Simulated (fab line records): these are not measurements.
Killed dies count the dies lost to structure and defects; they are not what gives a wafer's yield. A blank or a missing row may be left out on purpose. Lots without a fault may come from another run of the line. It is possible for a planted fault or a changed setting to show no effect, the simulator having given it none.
Struck lot and sound lot, side by side / flow nandHarc / 40 steps out of a route of 1159
Sound: wafers L216.3, L216.4, L216.5. Struck: wafer L220.6 (left out: L220.5, a lot-mate that was not struck); the cause follows at the end.
Order at every step that has rows: each side's tool, ch and its chambers, its first start. Under that, the readings that differ: sound wafers / struck wafers / difference of the means / sigmas: that difference in standard deviations of wafers without a fault.
alike: readings with means less than 2 such deviations apart, plus words and numbers identical on both sides. not compared: withheld readings, readings lacking a value on some wafer, bounds such as >300 that could conceal the same value, and numbers that have no deviation in the record and whose values overlap.
The two part at a step that has a row with sigmas, a row that says differs or no value, or rows on one side only. Non-overlapping numbers with no deviation appear without sigmas and do not part them. Lack of a reading on every wafer of one side parts them only where that side has two or more wafers.

first, 5 steps without rows for these wafers: NHARC_A_STAIRCASE_SRD_154; NHARC_A_STAIRCASE_ETCH_403 (etches SiO2 in dHF, target depth 108.2 nm); NHARC_A_STAIRCASE_ETCHBACK_422 (etches the open film in CH3F/O2, target depth 40 nm, time 74.286 s); NHARC_A_STAIRCASE_ETCH_423 (etches SiO2 in dHF, target depth 30 nm); NHARC_A_STAIRCASE_ETCHBACK_157 (etches the open film in CH3F/O2, target depth 90 nm, time 167.14 s).
NHARC_A_STAIRCASE_STRIP_475: strips in O2, time 20 s.
  sound on rieDiel-03 ch 0,1,3; struck on rieDiel-03 ch 1
reading=throttleValvePct (%); sound=17.036 17.017 17.024; struck=17.053; difference=+0.027; sigmas=+3
  alike: drypumpMotorCurrentA, oesProductAu, rfVppV, showerheadPlenumPTorr
  not compared: rfHoursCounterH
then, 3 steps without rows for these wafers: NHARC_A_STAIRCASE_DEP_471 (deposits SiO2, target thk 100 nm); NHARC_A_STAIRCASE_CMP_472 (polishes SiO2); NHARC_A_STAIRCASE_SRD_474.
NHARC_A_STAIRCASE_INSPECT_155:
  sound on defectInspect-01, day 14 04:53; struck on defectInspect-01, day 15 01:19
  alike: rawDefectCount
NHARC_A_SGD_CUT_DEP_00: deposits SiNx, target thk 50 nm.
  sound on pecvd-01 ch 0,1,2, day 14 04:58; struck on pecvd-01 ch 1, day 15 01:30
  alike: heaterPowerW
then, 10 steps without rows for these wafers: NHARC_A_SGD_CUT_DEHYDRATE_01 (time 120 s); NHARC_A_SGD_CUT_HMDS_02 (time 30 s); NHARC_A_SGD_CUT_COAT_56 (time 75 s); NHARC_A_SGD_CUT_COAT_57 (time 65 s); NHARC_A_SGD_CUT_COAT_03 (resist thk 90 nm); NHARC_A_SGD_CUT_SOFTBAKE_04 (time 55 s); NHARC_A_SGD_CUT_EBR_05; NHARC_A_SGD_CUT_EXPOSE_06 (exposes mask SGD); NHARC_A_SGD_CUT_PEB_07 (peb time 65 s); NHARC_A_SGD_CUT_DEVELOP_08 (develop time 35 s).
NHARC_A_SGD_CUT_CD_MEAS_09: the cd target is 100 nm.
  sound on cdSem-03 ch 0, day 14 05:41; struck on cdSem-02 ch 0, day 15 02:08
  alike: cdNm
NHARC_A_SGD_CUT_OVL_MEAS_10:
  sound on overlay-02, day 14 05:46; struck on overlay-01, day 15 02:13
  alike: overlayXNm, overlayYNm
NHARC_A_SGD_CUT_INSPECT_11:
  sound on defectInspect-01, day 14 05:48; struck on defectInspect-01, day 15 02:16
  alike: rawDefectCount
NHARC_A_SGD_CUT_DESCUM_14: chemistry O2, time 3 s.
  sound on rieDiel-05 ch 0,2, day 14 05:53; struck on rieDiel-05 ch 0, day 15 02:22
reading=throttleValvePct (%); sound=11.332 11.298 11.321; struck=11.296; difference=-0.021; sigmas=-2
  alike: drypumpMotorCurrentA, oesProductAu, rfVppV, showerheadPlenumPTorr
  not compared: rfHoursCounterH
then, 1 step without rows for these wafers: NHARC_A_SGD_CUT_ETCH_58 (etches the open film in CF4, target depth 39 nm, time 65 s).
NHARC_A_SGD_CUT_ETCH_59: etches the open film in N2/H2, target depth 260 nm, time 406.25 s.
  sound on rieDiel-05 ch 0,2; struck on rieDiel-05 ch 2
  alike: drypumpMotorCurrentA, oesProductAu, rfVppV, showerheadPlenumPTorr, throttleValvePct
  not compared: rfHoursCounterH
then, 1 step without rows for these wafers: NHARC_A_SGD_CUT_ETCH_15 (etches the open film in CH3F/O2, target depth 75 nm, time 64.3 s).
NHARC_A_SGD_CUT_ETCH_16: etches the open film in C4F8/O2/Ar, target depth 310.5 nm, time 155.2 s.
  sound on rieDiel-05 ch 0,1; struck on rieDiel-05 ch 2
  alike: oesProductAu, rfVppV
  not compared: rfHoursCounterH
then, 9 steps without rows for these wafers: NHARC_A_SGD_CUT_STRIP_60 (strips in C4F8/O2/Ar); NHARC_A_SGD_CUT_STRIP_17 (strips in O2); NHARC_A_SGD_CUT_PRECLEAN_18 (cleans in SC1); NHARC_A_SGD_CUT_SRD_19; NHARC_A_SGD_CUT_DEP_20 (deposits SiO2, target thk 150 nm); NHARC_A_SGD_CUT_ANNEAL_27 (time 1800 s); NHARC_A_SGD_CUT_CMP_21 (polishes, target thk 148.19 nm); NHARC_A_SGD_CUT_SRD_23; NHARC_A_SGD_CUT_ETCH_26 (etches SiO2 in dHF, target depth 45.8 nm).
NHARC_A_SGD_CUT_ETCHBACK_24: etches the open film in CH3F/O2, target depth 50 nm, time 92.857 s.
  sound on rieDiel-04 ch 1,3, day 14 12:13; struck on rieDiel-04 ch 3, day 15 07:19
reading=ch3fFlowSccm (sccm); sound=50.00 50.01 50.02; struck=49.51; difference=-0.50; sigmas=-3
  alike: drypumpMotorCurrentA, oesProductAu, rfVppV, showerheadPlenumPTorr, throttleValvePct
  not compared: rfHoursCounterH
-- jump in the record: it breaks off in module A_SGD_CUT and resumes in module END (first step shown: number 1159 of the route), and 6 days separate the struck wafers' starts before and after --
NHARC_END_SORT_01:
  here the record holds rows for the struck wafers (prober-01 ch 0, day 21 12:20) but none for the sound ones

## WHERE THEY PART
At NHARC_A_STAIRCASE_STRIP_475 first; at NHARC_END_SORT_01 last (within this record only).

WHY: whatever the simulator had introduced
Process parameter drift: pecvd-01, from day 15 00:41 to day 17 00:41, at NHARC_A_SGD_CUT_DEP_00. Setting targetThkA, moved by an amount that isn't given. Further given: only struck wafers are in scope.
